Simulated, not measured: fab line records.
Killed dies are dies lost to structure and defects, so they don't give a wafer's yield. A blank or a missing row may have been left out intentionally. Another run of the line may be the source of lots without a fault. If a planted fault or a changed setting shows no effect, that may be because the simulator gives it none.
Struck lot and sound lot, side by side ; flow nand harc ; 40 out of 1302 route steps
Sound: these wafers, L752.1, L752.4, L752.5. The struck wafers were L765.4, L765.6. The cause is named last.
At each step with rows: each side's tool, then ch and its chambers, then its first start. Under that, the readings that differ: sound wafers ; struck wafers ; difference of the means ; sigmas: that difference in standard deviations of wafers without a fault.
alike: same words and numbers on both sides, and readings whose means sit less than 2 such deviations apart. not compared: any withheld reading, any reading some wafer has no value for, any bound like >300 that may hide the same value, and any number with overlapping values for which the record gives no deviation.
The two part at a step that has a row with sigmas, a row that says differs or no value, or rows on one side only. When numbers do not overlap yet have no deviation, they are printed without sigmas and do not part them. A reading missing from all wafers of one side parts the sides only when that side holds two or more wafers.

NHARC_A_CHANNEL_HOLE_D1_CD_MEAS_30:
  sound on cd sem-02 at day 12 13:47; struck on cd sem-03 at day 18 08:13
  alike: cd nm
then, 1 step without rows for these wafers: NHARC_A_CHANNEL_HOLE_D1_XSEM_31.
NHARC_A_CHANNEL_HOLE_D1_INSPECT_40:
  sound on defect inspect-02 at day 12 13:59; struck on defect inspect-01 at day 18 08:24
  alike: raw defect count
then, 3 steps without rows for these wafers: NHARC_A_CHANNEL_FILL_D1_PRECLEAN_00 (cleans in SC1); NHARC_A_CHANNEL_FILL_D1_SRD_01; NHARC_A_CHANNEL_FILL_D1_ALD_02 (deposits SiO2, target thk 6 nm, pulse time 10 s, ald cycles 60).
NHARC_A_CHANNEL_FILL_D1_ALD_03: deposits SiNx, target thk 6 nm, pulse time 60 s, ald cycles 58.
  sound on ald sin batch-01 ch 0; struck on ald sin batch-01 ch 0
  alike: precursor pulse height rel
then, 5 steps without rows for these wafers: NHARC_A_CHANNEL_FILL_D1_ALD_14 (deposits SiO2, target thk 2.5 nm, pulse time 10 s, ald cycles 25); NHARC_A_CHANNEL_FILL_D1_ALD_15 (deposits SiNx, target thk 2 nm, pulse time 60 s, ald cycles 19); NHARC_A_CHANNEL_FILL_D1_ALD_16 (deposits SiO2, target thk 1.5 nm, pulse time 10 s, ald cycles 15); NHARC_A_CHANNEL_FILL_D1_ANNEAL_17 (time 1800 s); NHARC_A_CHANNEL_FILL_D1_CVD_18 (deposits poly-Si, target thk 3 nm).
NHARC_A_CHANNEL_FILL_D1_ETCHBACK_19: etches the open film in HBr/Cl2, target depth 5 nm, time 1.7 s.
  sound on rie si-04 ch 0,3, day 13 14:16; struck on rie si-02 ch 0,2, day 19 08:37
  alike: drypump motor current A, oes product au, throttle valve pct
  not compared: rf hours counter h
then, 1 step without rows for these wafers: NHARC_A_CHANNEL_FILL_D1_ETCHBACK_20 (etches the open film in C4F8/O2/Ar, target depth 27 nm, time 13.5 s).
NHARC_A_CHANNEL_FILL_D1_STRIP_28: strips in O2, time 20 s.
  sound on rie diel-01 ch 1,2, day 13 14:29; struck on rie diel-01 ch 1,3, day 19 08:47
  alike: drypump motor current A, oes product au, rf vpp V, showerhead plenum p Torr, throttle valve pct
  not compared: rf hours counter h
then, 5 steps without rows for these wafers: NHARC_A_CHANNEL_FILL_D1_PRECLEAN_21 (cleans in dHF, time 30 s); NHARC_A_CHANNEL_FILL_D1_SRD_23; NHARC_A_CHANNEL_FILL_D1_CVD_05 (deposits poly-Si, target thk 5 nm); NHARC_A_CHANNEL_FILL_D1_ANNEAL_22 (time 7200 s); NHARC_A_CHANNEL_FILL_D1_ALD_25 (deposits SiOx, target thk 60 nm, pulse time 10 s, ald cycles 600).
NHARC_A_CHANNEL_FILL_D1_ETCHBACK_08: etches the open film in C4F8, target depth 220 nm, time 110 s.
  sound on rie diel-08 ch 2,3; struck on rie diel-01 ch 2
  alike: oes product au, rf vpp V
  not compared: rf hours counter h
NHARC_A_CHANNEL_FILL_D1_STRIP_29: strips in O2, time 20 s.
  sound on rie diel-08 ch 0,1,3; struck on rie diel-01 ch 0,1
  alike: drypump motor current A, oes product au, rf vpp V, showerhead plenum p Torr, throttle valve pct
  not compared: rf hours counter h
then, 5 steps without rows for these wafers: NHARC_A_CHANNEL_FILL_D1_PRECLEAN_30 (cleans in dHF, time 30 s); NHARC_A_CHANNEL_FILL_D1_SRD_31; NHARC_A_CHANNEL_FILL_D1_CVD_09 (deposits poly-Si, target thk 150 nm, time 3000 s); NHARC_A_CHANNEL_FILL_D1_CMP_10 (polishes, target thk 150 nm); NHARC_A_CHANNEL_FILL_D1_SRD_12.
NHARC_A_CHANNEL_FILL_D1_INSPECT_13:
  sound on defect inspect-01 at day 14 14:38; struck on defect inspect-01 at day 20 10:23
  alike: raw defect count
then, 9 steps without rows for these wafers: NHARC_A_DECK1_JOINT_ETCHBACK_07 (etches the open film in HBr, target depth 105 nm, time 26.9 s); NHARC_A_DECK1_JOINT_ETCH_25 (etches SiO2 in dHF, target depth 0.5 nm); NHARC_A_DECK1_JOINT_ETCH_19 (etches poly-Si in TMAH, target depth 3 nm); NHARC_A_DECK1_JOINT_ETCH_18 (etches SiO2 in dHF, target depth 3 nm); NHARC_A_DECK1_JOINT_WET_08 (chemistry H3PO4, time 86 s); NHARC_A_DECK1_JOINT_ETCH_09 (etches SiO2 in dHF, target depth 5 nm); NHARC_A_DECK1_JOINT_WET_10 (chemistry H3PO4, time 86 s); NHARC_A_DECK1_JOINT_ETCH_11 (etches SiO2 in dHF, target depth 35 nm); NHARC_A_DECK1_JOINT_CVD_12 (deposits poly-Si, target thk 90 nm, time 1800 s).
NHARC_A_DECK1_JOINT_CMP_13: polishes, target thk 51.023 nm.
  the record has rows for the sound wafers here (cmp-01 ch 0,2, day 15 00:51) and none for the struck ones
NHARC_A_DECK1_JOINT_THK_MEAS_14: measures by ellipsometry.
  the record holds rows for the sound wafers here (film metro-01, day 15 01:05) but none for the struck ones
-- jump in the record: it breaks off in module A_DECK1_JOINT and resumes in module END (first step shown: number 1302 of the route), and 13 days separate the struck wafers' starts before and after --
NHARC_END_SORT_01:
  only the struck wafers appear in the record here, on prober-01 ch 0 at day 33 14:46; the sound ones have no rows

== WHERE THEY PART ==
First at NHARC_A_DECK1_JOINT_CMP_13; last, within this record, at NHARC_END_SORT_01.

WHY: what the simulator had put in
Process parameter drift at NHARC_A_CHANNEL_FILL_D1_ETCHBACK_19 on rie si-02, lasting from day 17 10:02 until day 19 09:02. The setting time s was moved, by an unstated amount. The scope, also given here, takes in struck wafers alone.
